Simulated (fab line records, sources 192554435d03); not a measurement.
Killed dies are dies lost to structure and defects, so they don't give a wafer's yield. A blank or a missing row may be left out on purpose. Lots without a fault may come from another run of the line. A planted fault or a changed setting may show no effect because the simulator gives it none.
Problem report in the 8D (eight disciplines) form, filled by code | flow n5_finfet | the parts of the form that need people (team, actions taken, sign-off) are left out

1. THE PROBLEM
run_length_s at N5_BEOL_M4_CVD_47 reads a mean of 250.0 s on 3 wafers of 3 lots; wafers without a fault read 246.7 s with a standard deviation of 0.57. That is +5.7 standard deviations from the usual mean.
The step: deposits Co from CCTBA/H2, target thk 3 nm, time 223.8 s.
First seen on wafer L864.4, day 12 00:03, on cvd_co-02. The record holds 35 wafers of 13 lots with a number at this step. Rule for "out", or "out of limits": more than 4 standard deviations from the usual mean. The other wafers with a number count as sound.

2. WHAT IT IS AND WHAT IT IS NOT
question                    | is                     | is not
which readings at this step | run_length_s           | -
which lots                  | L861, L862, L864       | L848, L850, L851, L855, L857, L858, L859, L865, L867, L870
which wafers of those lots  | L861.2, L862.5, L864.4 | L862.2, L862.4
read on which tools         | cvd_co-02              | cvd_co-01
when                        | from day 12 00:03      | up to then (21 sound wafers); but 11 sound wafers of L862, L865, L867, L870 came after

3. SUSPECTS, AND WHAT RULES EACH OUT
Counting: a tool at a process step up to the reading stays a suspect if it ran every lot that is out. Sound lots after the first of them don't rule it out here, since some wafers of a struck lot are sound.
- cvd_co-02 at N5_BEOL_M4_CVD_47 (deposits Co from CCTBA/H2, target thk 3 nm, time 223.8 s): kept. It ran every lot that is out, first L864 (day 12 00:03); its last sound lot up to then is L859 (day 11 19:23). Its own readings are out on those wafers: run_length_s.
- Within cvd_co-02 at N5_BEOL_M4_CVD_47: the wafers that are out ran in chamber 0; their sound lot-mates ran in chambers 1, 2.
Left after counting: cvd_co-02 at N5_BEOL_M4_CVD_47.

4. THE CAUSE (what the simulator had put in)
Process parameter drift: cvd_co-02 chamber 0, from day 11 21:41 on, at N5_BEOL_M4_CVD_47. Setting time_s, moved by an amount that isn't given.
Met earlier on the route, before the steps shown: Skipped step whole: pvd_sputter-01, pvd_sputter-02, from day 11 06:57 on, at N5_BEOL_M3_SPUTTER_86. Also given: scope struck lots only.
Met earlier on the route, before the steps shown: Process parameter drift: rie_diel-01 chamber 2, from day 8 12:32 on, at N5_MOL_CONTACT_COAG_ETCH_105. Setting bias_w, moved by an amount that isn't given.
Counting left only this tool.

5. THE CHAIN OF EFFECTS, in route order
Each row: a reading whose mean over the struck wafers that have a number lies more than 3 standard deviations from the usual. Only readings for which the record gives a usual standard deviation are gone through. hours: the time from each lot's start at the first step in this table that gives one to its start at this step, as a median over the lots. sigmas: the change in usual standard deviations.
hours | step              | reading      | usual   | on struck wafers | change | sigmas
0     | N5_BEOL_M4_CVD_47 | run_length_s | 246.7 s | 250.0            | +3.3   | +5.7
The process steps in it:
- N5_BEOL_M4_CVD_47: deposits Co from CCTBA/H2, target thk 3 nm, time 223.8 s.

6. WHAT WOULD HAVE CAUGHT IT SOONER
In this record the first reading out of limits was taken at day 12 00:03, 2 hours after the fault began at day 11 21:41.
